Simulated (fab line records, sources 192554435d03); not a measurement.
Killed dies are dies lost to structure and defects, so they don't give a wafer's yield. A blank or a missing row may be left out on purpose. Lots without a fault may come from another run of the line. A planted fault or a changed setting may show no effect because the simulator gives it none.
A struck lot beside a sound one | flow n5_finfet | 15 steps out of a route of 1938
Sound: wafers L622.2, L622.3, L622.5. Struck: wafer L637.3. (L637.2 of the same lot was not struck and is left out.) The cause comes at the end.
At each step with rows: each side's tool, then ch and its chambers, then its first start. Under that, the readings that differ: sound wafers | struck wafers | difference of the means | sigmas: that difference in standard deviations of wafers without a fault.
alike: readings whose means differ by less than 2 such deviations, and words and numbers that are the same on both sides. not compared: withheld readings, readings that some wafer has no value for, bounds like >300 that may hide the same value, and numbers for which the record gives no deviation and whose values overlap.
The two part at a step that has a row with sigmas, a row that says differs or no value, or rows on one side only. Numbers that don't overlap but have no deviation are shown without sigmas and don't part them. A reading that every wafer of one side lacks parts them only if that side has two wafers or more.

first, 8 steps without rows for these wafers: N5_BEOL_M15_COAT_58 (time 60 s, resist thk 89 nm); N5_BEOL_M15_COAT_04 (resist thk 800 nm); N5_BEOL_M15_EBR_06; N5_BEOL_M15_SOFTBAKE_05 (time 60 s); N5_BEOL_M15_EXPOSE_07 (exposes mask V14); N5_BEOL_M15_PEB_08 (peb time 90 s); N5_BEOL_M15_DEVELOP_09 (develop time 45 s); N5_BEOL_M15_HARDBAKE_14 (time 120 s).
N5_BEOL_M15_CD_MEAS_10: target cd 360 nm.
  sound on cd_sem-03 ch 0, day 12 06:46; struck on cd_sem-02 ch 0, day 15 21:52
  alike: cd_nm
N5_BEOL_M15_OVL_MEAS_11:
  sound on overlay-02 ch 0, day 12 06:48; struck on overlay-02 ch 0, day 15 21:54
  alike: V14_OVL
N5_BEOL_M15_INSPECT_12: inspects for defects (macro).
  sound on defect_inspect-01, day 12 06:50; struck on defect_inspect-01, day 15 21:56
  alike: raw_defect_count
N5_BEOL_M15_DESCUM_15: chemistry O2, time 7.9 s.
  sound on rie_diel-05 ch 0,1, day 12 06:52; struck on rie_diel-01 ch 0, day 15 22:46
  reading                | sound             | struck | difference | sigmas
  throttle_valve_pct (%) | 20.75 20.52 20.50 | 20.06  | -0.53      | -3
  alike: drypump_motor_current_A, oes_product_au, rf_vpp_V, showerhead_plenum_p_Torr
  not compared: rf_hours_counter_h
N5_BEOL_M15_ETCH_59: etches BARC in N2/H2, target depth 89 nm, overetch 26.7 nm, time 67.9 s.
  sound on rie_diel-05 ch 0,1, day 12 06:54; struck on rie_diel-01 ch 0, day 15 22:48
  reading                                    | sound             | struck | difference | sigmas
  run_length_s (s)                           | 91.1 90.7 90.8    | 99.3   | +8.4       | +21
  throttle_valve_pct (%)                     | 18.41 18.16 18.18 | 17.67  | -0.58      | -3
  model.coat_of_BEOL_M15_COAT_04.thk_nm (nm) | 721.6 728 726.4   | 708.2  | -17.1      |
  alike: drypump_motor_current_A, h2_flow_sccm, n2_flow_sccm, oes_product_au, rf_vpp_V, showerhead_plenum_p_Torr
  not compared: rf_hours_counter_h
N5_BEOL_M15_VIA_ETCH_16: etches SiO2 in C4F8/O2/Ar, target depth 1792.2 nm.
  sound on rie_diel-05 ch 0,1, day 12 06:57; struck on rie_diel-01 ch 0, day 15 22:51
  alike: drypump_motor_current_A, oes_ar_750_au, oes_o_777_au, oes_product_au, rf_vpp_V, showerhead_plenum_p_Torr, throttle_valve_pct
then, 1 step without rows for these wafers: N5_PASSIVATION_PROBE_49.

WHERE THEY PART
First at N5_BEOL_M15_DESCUM_15; last, within this record, at N5_BEOL_M15_ETCH_59. Later steps at which nothing parts them and some readings are alike: N5_BEOL_M15_VIA_ETCH_16.

WHY: what the simulator had put in
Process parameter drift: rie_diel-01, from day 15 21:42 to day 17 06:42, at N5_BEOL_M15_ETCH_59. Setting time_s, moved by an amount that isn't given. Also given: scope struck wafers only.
